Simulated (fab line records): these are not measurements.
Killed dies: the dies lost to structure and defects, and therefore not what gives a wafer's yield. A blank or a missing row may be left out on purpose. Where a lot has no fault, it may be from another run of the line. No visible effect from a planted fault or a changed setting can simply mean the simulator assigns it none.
Matching of chambers	flow n5_finfet	N5_MOL_CONTACT_COAG_STRIP_98 on rie_diel-04 has 4 sister chambers
The step strips in N2/H2. 27 wafers are shown with their chamber, then 12 later ones without.

== WAFERS PAIRED WITH THEIR CHAMBERS ==
wafer	chamber	throttle_valve_pct (%)	showerhead_plenum_p_Torr (Torr)	oes_product_au (a.u.)
L074.3	1	19.9	3.49	0.75
L074.4	2	18.5	3.52	0.85
L074.6	0	19.1	3.44	0.68
L075.1	2	18.5	3.52	0.84
L075.2	1	19.9	3.49	0.73
L075.4	0	19.1	3.44	0.69
L077.2	3	18.8	3.32	0.73
L077.5	0	19.1	3.44	0.68
L077.6	3	18.8	3.32	0.73
L078.1	0	19.1	3.43	0.68
L078.4	3	18.8	3.32	0.74
L078.5	0	19.1	3.43	0.67
L079.3	0	19.1	3.43	0.67
L079.4	3	18.8	3.32	0.73
L079.6	3	18.8	3.32	0.74
L082.3	0	19.1	3.43	0.68
L082.4	1	20.0	3.48	0.73
L082.6	3	18.9	3.31	0.73
L083.4	1	20.0	3.48	0.73
L083.5	0	19.1	3.43	0.67
L083.6	3	18.8	3.31	0.73
L089.2	0	19.1	3.42	0.66
L089.4	2	18.5	3.50	0.83
L089.6	2	18.5	3.50	0.82
L090.1	1	20.0	3.47	0.72
L090.3	2	18.5	3.50	0.83
L090.5	3	18.9	3.30	0.73

SIGNATURES, as means of the wafers listed above
reading	chamber 0	chamber 1	chamber 2	chamber 3	scatter within a chamber
throttle_valve_pct	19.100	19.960	18.500	18.825	0.0343
showerhead_plenum_p_Torr	3.4322	3.4820	3.5080	3.3150	0.00812
oes_product_au	0.6756	0.7320	0.8340	0.7325	0.00878
Rule: distance of a wafer from a chamber = root of the sum over the readings of ((wafer's reading minus chamber's mean) / reading's scatter) squared. The wafer belongs to the nearest chamber; if the next one is less than 2 further off, it can't be placed. How the scatter is found: for the shown wafers, subtract from each reading the mean of its chamber, square and add these, divide the total by (wafers less chambers), then take the root.

== WAFERS WITH NO CHAMBER GIVEN ==
wafer	throttle_valve_pct (%)	showerhead_plenum_p_Torr (Torr)	oes_product_au (a.u.)
L091.1	18.5	3.50	0.81
L091.2	18.9	3.30	0.72
L091.4	19.1	3.42	0.67
L092.1	18.5	3.50	0.82
L092.3	18.9	3.30	0.72
L092.4	20.0	3.47	0.71
L093.1	20.0	3.47	0.70
L093.5	19.9	3.47	0.71
L093.6	18.5	3.50	0.80
L094.2	18.5	3.50	0.82
L094.3	18.9	3.30	0.72
L094.5	18.5	3.50	0.81

== WHICH CHAMBER EACH ONE RAN IN ==
wafer	from the rows above	in truth
L091.1	2	2
L091.2	3	3
L091.4	0	0
L092.1	2	2
L092.3	3	3
L092.4	1	1
L093.1	1	1
L093.5	1	1
L093.6	2	2
L094.2	2	2
L094.3	3	3
L094.5	2	2
12 of 12 placed correctly. Can't be placed from these rows: 0. Number placed wrongly: 0.
